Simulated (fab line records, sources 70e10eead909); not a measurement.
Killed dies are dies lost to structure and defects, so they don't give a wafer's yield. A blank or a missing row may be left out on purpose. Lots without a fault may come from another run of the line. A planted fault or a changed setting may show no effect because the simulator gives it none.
A struck lot beside a sound one | flow nand_harc | 44 steps out of a route of 1159
Sound: wafers L833.4, L833.5, L833.6. Struck: wafers L843.1, L843.4, L843.5. The cause comes at the end.
At each step with rows: each side's tool, then ch and its chambers, then its first start. Under that, the readings that differ: sound wafers | struck wafers | difference of the means | sigmas: that difference in standard deviations of wafers without a fault.
alike: readings whose means differ by less than 2 such deviations, and words and numbers that are the same on both sides. not compared: withheld readings, readings that some wafer has no value for, bounds like >300 that may hide the same value, and numbers for which the record gives no deviation and whose values overlap.
The two part at a step that has a row with sigmas, a row that says differs or no value, or rows on one side only. Numbers that don't overlap but have no deviation are shown without sigmas and don't part them. A reading that every wafer of one side lacks parts them only if that side has two wafers or more.

first, 3 steps without rows for these wafers: NHARC_P_STI_STRIP_19 (strips in SPM, time 900 s); NHARC_P_STI_PRECLEAN_32 (cleans in SC1); NHARC_P_STI_SRD_23.
NHARC_P_STI_OCD_MEAS_43:
  sound on ocd-01, day 2 19:44; struck on ocd-02, day 5 03:08
  alike: trench_depth_nm, trench_foot_cd_nm
then, 3 steps without rows for these wafers: NHARC_P_STI_OXIDE_33 (material SiO2, target thk 10 nm, ox time 281 s); NHARC_P_STI_HDPCVD_20 (deposits SiO2); NHARC_P_STI_ANNEAL_34 (time 1800 s).
NHARC_P_STI_CMP_21: polishes, t overpolish 20 s, target thk 380.67 nm.
  sound on cmp-02 ch 0,1,2, day 3 13:20; struck on cmp-03 ch 1,2,3, day 6 02:03
  alike: motor_current_A, overpolish_run_s
then, 3 steps without rows for these wafers: NHARC_P_STI_SRD_35; NHARC_P_STI_ETCH_36 (etches SiO2 in dHF, target depth 38.8 nm); NHARC_P_STI_STRIP_24 (strips Si3N4 in H3PO4).
NHARC_P_STI_ETCH_37: etches SiO2 in dHF, target depth 11 nm.
  sound on wet_bench-02 ch 0,4,7, day 3 13:40; struck on wet_bench-02 ch 3,5,6, day 6 02:24
then, 3 steps without rows for these wafers: NHARC_P_STI_PRECLEAN_38 (cleans in SC1); NHARC_P_STI_SRD_39; NHARC_P_STI_OXIDE_40 (material SiO2, target thk 10 nm, ox time 1362 s).
NHARC_P_STI_INSPECT_25:
  sound on defect_inspect-01, day 3 21:45; struck on defect_inspect-01, day 6 07:47
  reading          | sound       | struck      | difference | sigmas
  raw_defect_count | 159 177 221 | 756 713 808 | +573       | +7
then, 12 steps without rows for these wafers: NHARC_P_GATE_ETCH_69 (etches SiO2 in dHF, target depth 14 nm); NHARC_P_GATE_PRECLEAN_70 (cleans in SC1); NHARC_P_GATE_SRD_01; NHARC_P_GATE_OXIDE_02 (material SiO2, target thk 37.5 nm, ox time 365 s); NHARC_P_GATE_DEHYDRATE_03 (time 120 s); NHARC_P_GATE_HMDS_04 (time 30 s); NHARC_P_GATE_COAT_05; NHARC_P_GATE_SOFTBAKE_06 (time 95 s); NHARC_P_GATE_EBR_07; NHARC_P_GATE_EXPOSE_08 (exposes mask P HV); NHARC_P_GATE_PEB_09 (peb time 85 s); NHARC_P_GATE_DEVELOP_10 (time 70 s).
NHARC_P_GATE_CD_MEAS_11: target cd 1640 nm.
  sound on cd_sem-01 ch 0, day 4 05:53; struck on cd_sem-03 ch 0, day 6 16:14
  alike: cd_nm
then, 1 step without rows for these wafers: NHARC_P_GATE_HARDBAKE_12 (time 80 s).
NHARC_P_GATE_DESCUM_13: chemistry O2, time 3 s.
  sound on rie_diel-12 ch 1,2, day 4 06:03; struck on rie_diel-12 ch 1,2,3, day 6 16:26
  alike: drypump_motor_current_A, oes_product_au, rf_vpp_V, showerhead_plenum_p_Torr, throttle_valve_pct
  not compared: rf_hours_counter_h
then, 6 steps without rows for these wafers: NHARC_P_GATE_ETCH_14 (etches SiO2 in dHF, target depth 48.8 nm); NHARC_P_GATE_STRIP_15 (strips in SPM, time 780 s); NHARC_P_GATE_PRECLEAN_71 (cleans in SC1); NHARC_P_GATE_SRD_72; NHARC_P_GATE_OXIDE_16 (material SiO2, target thk 3 nm, ox time 392 s); NHARC_P_GATE_CVD_17 (deposits poly-Si, target thk 150 nm, time 900 s).
NHARC_P_GATE_HM_DEP_102: deposits aC, target thk 120 nm.
  sound on acl_dep-03 ch 0, day 4 21:13; struck on acl_dep-03 ch 0, day 7 04:47
  alike: throttle_valve_pct
NHARC_P_GATE_DEP_103: deposits SiON, target thk 30 nm.
  sound on pecvd-02 ch 0,1,2, day 4 21:40; struck on pecvd-03 ch 0,1,2, day 7 05:29
  alike: heater_power_w
then, 2 steps without rows for these wafers: NHARC_P_GATE_DEHYDRATE_18 (time 120 s); NHARC_P_GATE_HMDS_19 (time 30 s).
NHARC_P_GATE_INSPECT_28:
  sound on defect_inspect-01, day 4 22:16; struck on defect_inspect-02, day 7 06:17
  reading          | sound  | struck      | difference | sigmas
  raw_defect_count | 11 6 7 | 579 544 551 | +550       | +99 or more
NHARC_P_GATE_INSPECT_68:
  sound on defect_inspect-01, day 5 16:24; struck on defect_inspect-01, day 8 01:10
  reading          | sound       | struck      | difference | sigmas
  raw_defect_count | 187 166 258 | 793 709 790 | +560       | +7
-- the record jumps here: 13 days lie between the struck wafers' starts before and after (it left off in module P_GATE and takes up again in module END, whose first step shown is number 1159 of the route) --
NHARC_END_SORT_01:
  the record has rows for the struck wafers here (prober-02 ch 0, day 21 11:22) and none for the sound ones

WHERE THEY PART
First at NHARC_P_STI_INSPECT_25; last, within this record, at NHARC_END_SORT_01.

WHY: what the simulator had put in
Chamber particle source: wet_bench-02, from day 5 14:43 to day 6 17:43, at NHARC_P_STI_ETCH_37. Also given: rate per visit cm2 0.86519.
